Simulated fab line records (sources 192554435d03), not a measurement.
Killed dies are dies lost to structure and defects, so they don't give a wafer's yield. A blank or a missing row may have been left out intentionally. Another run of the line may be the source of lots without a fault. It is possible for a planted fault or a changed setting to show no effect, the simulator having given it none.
Lot-split experiment + flow n5Finfet + 39 wafers read across 7 lots, on a route 1938 steps long

== ABOUT THE SPLIT ==
At N5_BEOL_M0_SAQP_MANDREL_ETCH_20 (etches a-Si in HBr/Cl2, stops on SiNx, target depth 60 nm, bt time 10 s, time 30 s), the setting targetDepthA was moved away from the recipe's 600 angstrom on 18 of the 39 wafers read, by -30.6% to +60.0%. This setting was run at the recipe's value on the other wafers.

The reading comes from the split's own step.

== THE READING ==
oesProductAu, in a.u., at N5_BEOL_M0_SAQP_MANDREL_ETCH_20 (etches a-Si in HBr/Cl2, stops on SiNx, target depth 60 nm, bt time 10 s, time 30 s). On this fab line, fault-free wafers typically give 0.773 a.u. with a standard deviation of 0.012 a.u.

| wafer  | tool, chamber at the split | targetDepthA as run, angstrom | against the recipe | oesProductAu, a.u. | against lot-mates on the recipe |
|--------|----------------------------|-------------------------------|--------------------|--------------------|---------------------------------|
| L076.1 | rieSi-04, 3                | 600                           | recipe             | 0.770              | -                               |
| L076.2 | rieSi-04, 1                | 600                           | recipe             | 0.776              | -                               |
| L076.3 | rieSi-04, 2                | 830.3                         | +38.4%             | 0.644              | -0.127                          |
| L076.4 | rieSi-04, 0                | 830.3                         | +38.4%             | 0.646              | -0.125                          |
| L076.5 | rieSi-04, 0                | 600                           | recipe             | 0.766              | -                               |
| L076.6 | rieSi-04, 3                | 830.3                         | +38.4%             | 0.651              | -0.120                          |
| L080.1 | rieSi-04, 3                | 485.1                         | -19.1%             | 0.870              | +0.088                          |
| L080.2 | rieSi-04, 1                | 600                           | recipe             | 0.789              | -                               |
| L080.3 | rieSi-04, 0                | 485.1                         | -19.1%             | 0.861              | +0.079                          |
| L080.4 | rieSi-04, 2                | 485.1                         | -19.1%             | 0.871              | +0.089                          |
| L080.5 | rieSi-04, 3                | 600                           | recipe             | 0.777              | -                               |
| L080.6 | rieSi-04, 0                | 600                           | recipe             | 0.779              | -                               |
| L081.1 | rieSi-03, 0                | 600                           | recipe             | 0.768              | -                               |
| L081.2 | rieSi-03, 1                | 497.9                         | -17.0%             | 0.866              | +0.094                          |
| L081.3 | rieSi-03, 2                | 600                           | recipe             | 0.777              | -                               |
| L081.4 | rieSi-03, 3                | 497.9                         | -17.0%             | 0.872              | +0.100                          |
| L081.5 | rieSi-03, 2                | 497.9                         | -17.0%             | 0.865              | +0.093                          |
| L081.6 | rieSi-03, 1                | 600                           | recipe             | 0.771              | -                               |
| L085.1 | rieSi-05, 2                | 600                           | recipe             | 0.787              | -                               |
| L085.2 | rieSi-05, 1                | 600                           | recipe             | 0.753              | -                               |
| L085.3 | rieSi-05, 3                | 600                           | recipe             | 0.765              | -                               |
| L085.4 | rieSi-05, 0                | 959.9                         | +60.0%             | 0.626              | -0.142                          |
| L085.5 | rieSi-05, 3                | 959.9                         | +60.0%             | 0.611              | -0.157                          |
| L085.6 | rieSi-05, 2                | 959.9                         | +60.0%             | 0.615              | -0.153                          |
| L086.1 | rieSi-05, 2                | 600                           | recipe             | 0.793              | -                               |
| L086.2 | rieSi-05, 1                | 600                           | recipe             | 0.761              | -                               |
| L086.3 | rieSi-05, 3                | 416.5                         | -30.6%             | 0.987              | +0.196                          |
| L086.4 | rieSi-05, 0                | 600                           | recipe             | 0.818              | -                               |
| L086.5 | rieSi-05, 2                | 416.5                         | -30.6%             | 0.999              | +0.208                          |
| L086.6 | rieSi-05, 1                | 416.5                         | -30.6%             | 0.962              | +0.171                          |
| L094.1 | rieSi-03, 2                | 600                           | recipe             | 0.768              | -                               |
| L094.2 | rieSi-03, 3                | 600                           | recipe             | 0.772              | -                               |
| L094.5 | rieSi-03, 2                | 600                           | recipe             | 0.777              | -                               |
| L096.1 | rieSi-04, 0                | 600                           | recipe             | 0.754              | -                               |
| L096.2 | rieSi-04, 2                | 728.6                         | +21.4%             | 0.674              | -0.084                          |
| L096.3 | rieSi-04, 3                | 600                           | recipe             | 0.763              | -                               |
| L096.4 | rieSi-04, 1                | 728.6                         | +21.4%             | 0.696              | -0.062                          |
| L096.5 | rieSi-04, 2                | 600                           | recipe             | 0.756              | -                               |
| L096.6 | rieSi-04, 3                | 728.6                         | +21.4%             | 0.696              | -0.062                          |

THE FIT
A straight line over all 39 wafers: oesProductAu changes by -0.00376 a.u. for each +1% of targetDepthA; r = -0.94; the points scatter about the line by 0.033 a.u.
The same after taking each lot's own level away (the mean of its wafers on the recipe; 39 wafers): -0.00355 a.u. for each +1%; r = -0.95; scatter 0.029 a.u.
The reading moves by 0.21 a.u. for the largest change in targetDepthA, on that fit.
Across the lots, their own levels run from 0.7577 to 0.7907 a.u., a range of 2.7 times the standard deviation given above.
So the lot-to-lot level changes the slope little: the two slopes agree.
Check: with one of the wafers moved furthest among these (+60.0%) left out of the fit, the line predicts -0.208 a.u. for it against its lot-mates. Against them it came out at -0.142 a.u.
Tool readings at the split's step, against how far the setting was moved: oesProductAu r = -0.94.

== OTHER SPLITS APPLIED TO THESE WAFERS ==
Note: prior to the reading, these wafers also went through further splits. Each is held against what the fit with the lots' levels taken away leaves over:
| other split on the same wafers        | wafers away from the commonest value | r with oesProductAu (lot level and that fit taken away) |
|---------------------------------------|--------------------------------------|---------------------------------------------------------|
| N5_FIN_SAQP_HM_DEP_03 timeS           | 15                                   | +0.21                                                   |
| N5_FIN_SAQP_SPACER2_ALD_28 targetThkA | 15                                   | -0.11                                                   |
| N5_MOL_CONTACT_COAG_ALD_27 timeS      | 15                                   | -0.02                                                   |

== THE WHOLE CHAIN: every reading that the file lists as answering this split, in the file's order ==
| step                            | what it does                                                                       | reading                                                                              | change (the file's fit)                   | r (the file's) |
|---------------------------------|------------------------------------------------------------------------------------|--------------------------------------------------------------------------------------|-------------------------------------------|----------------|
| N5_BEOL_M0_SAQP_MANDREL_ETCH_20 | etches a-Si in HBr/Cl2, stops on SiNx, target depth 60 nm, bt time 10 s, time 30 s | oesProductAu                                                                         | -0.00343 a.u. for each +1% of the setting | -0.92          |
| N5_BEOL_M0_SAQP_MANDREL_ETCH_20 | etches a-Si in HBr/Cl2, stops on SiNx, target depth 60 nm, bt time 10 s, time 30 s | SOC_of_BEOL_M0_SAQP_COAT_81.thkNm (the simulator's own value, which no gauge read)   | -0.24 nm for each +1% of the setting      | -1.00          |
| N5_BEOL_M0_SAQP_MANDREL_ETCH_20 | etches a-Si in HBr/Cl2, stops on SiNx, target depth 60 nm, bt time 10 s, time 30 s | SiNx_of_BEOL_M0_SAQP_PECVD_97.thkNm (the simulator's own value, which no gauge read) | -0.106 nm for each +1% of the setting     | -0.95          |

== THE FILE'S OWN FIT ==
oesProductAu changes by -0.00343 a.u. for each +1% of targetDepthA, r = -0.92.
